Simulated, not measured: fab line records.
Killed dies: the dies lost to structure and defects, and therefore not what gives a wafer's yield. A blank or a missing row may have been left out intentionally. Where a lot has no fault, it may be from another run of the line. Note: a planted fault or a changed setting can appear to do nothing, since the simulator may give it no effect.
Split-lot study    flow n5 finfet    21 wafers read across 7 lots, on a route 1938 steps long

== THE SPLIT ==
At N5_WELL_APT_EXPOSE_05 (exposes mask NWELL, defocus 0 nm, target cd 200 nm), the setting dose mj was moved away from the recipe's 20.3 on 9 of the 21 wafers read, by -4.9% to +7.0%. This setting was run at the recipe's value on the other wafers.

== FROM THE SPLIT TO THE READING: what the file shows between them, 2 steps ==
- N5_WELL_APT_DEVELOP_07: develop time 45 s (also split here: develop time s)
- N5_WELL_APT_HARDBAKE_12: time 120 s

== THE READING ==
At N5_WELL_APT_CD_MEAS_08: cd nm in nanometres, against a target cd of 200 nm. A value of 199.7 nm with a standard deviation of 1.8 nm is what fault-free wafers of this fab line usually give.

wafer   tool, chamber at the split  dose mj as run  against the recipe  cd nm, nm  against lot-mates on the recipe
L078.2  krf scanner-02, 0           21.73           +7.0%               208.8      +9.2
L078.3  krf scanner-02, 0           20.3            recipe              199.6      -
L078.4  krf scanner-02, 0           21.73           +7.0%               211.2      +11.6
L083.4  krf scanner-01, 0           20.3            recipe              200.0      -
L083.5  krf scanner-01, 0           20.3            recipe              201.1      -
L083.6  krf scanner-01, 0           20.3            recipe              199.5      -
L085.2  krf scanner-01, 0           20.3            recipe              199.4      -
L085.3  krf scanner-01, 0           19.3            -4.9%               191.0      -8.5
L085.5  krf scanner-01, 0           20.3            recipe              199.6      -
L088.1  krf scanner-02, 0           19.55           -3.7%               194.2      -6.4
L088.2  krf scanner-02, 0           20.3            recipe              200.6      -
L088.3  krf scanner-02, 0           19.55           -3.7%               191.7      -8.9
L089.4  krf scanner-02, 0           19.35           -4.7%               188.6      -10.8
L089.5  krf scanner-02, 0           20.3            recipe              199.4      -
L089.6  krf scanner-02, 0           20.3            recipe              199.5      -
L092.2  krf scanner-01, 0           21.61           +6.5%               209.7      no lot-mate on the recipe
L092.3  krf scanner-01, 0           21.61           +6.5%               210.9      no lot-mate on the recipe
L092.6  krf scanner-01, 0           21.61           +6.5%               212.1      no lot-mate on the recipe
L095.2  krf scanner-01, 0           20.3            recipe              199.4      -
L095.3  krf scanner-01, 0           20.3            recipe              201.7      -
L095.5  krf scanner-01, 0           20.3            recipe              200.0      -

FIT RESULTS
A straight line over all 21 wafers: cd nm changes by +1.71 nm for each +1% of dose mj; r = +0.98; the points scatter about the line by 1.3 nm.
The same after taking each lot's own level away (the mean of its wafers on the recipe; 18 wafers): +1.7 nm for each +1%; r = +0.98; scatter 1.2 nm.
According to that fit, moving dose mj by its largest amount changes the reading by 12 nm.
Across the lots, their own levels run from 199.45 to 200.60 nm, a range of 0.6 times the standard deviation given above.
So the lot-to-lot level changes the slope little: the two slopes agree.
Check: +12.8 nm against its lot-mates is what the line predicts for one of the wafers moved furthest among these (+7.0%) when that wafer is left out of the fit. Against them it came out at +9.2 nm.

== ADDITIONAL SPLITS CARRIED BY THESE WAFERS ==
These wafers also went through other splits before the reading. Each is held against what the fit with the lots' levels taken away leaves over:
other split on the same wafers         wafers away from the commonest value  r with cd nm (lot level and that fit taken away)
N5_WELL_APT_DEVELOP_07 develop time s  7                                     -0.06

== THE WHOLE CHAIN: every reading that the file lists as answering this split, in the file's order ==
step                    what it does              reading                                                          change (the file's fit)               r (the file's)
N5_WELL_APT_CD_MEAS_08  target cd 200 nm          cd nm                                                            +1.77 nm for each +1% of the setting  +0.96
N5_WELL_APT_DESCUM_13   chemistry O2, time 7.9 s  WELL_APT.cd nm (the simulator's own value, which no gauge read)  +1.77 nm for each +1% of the setting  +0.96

== FILE'S OWN FIT ==
cd nm changes by +1.77 nm for each +1% of dose mj, r = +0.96.
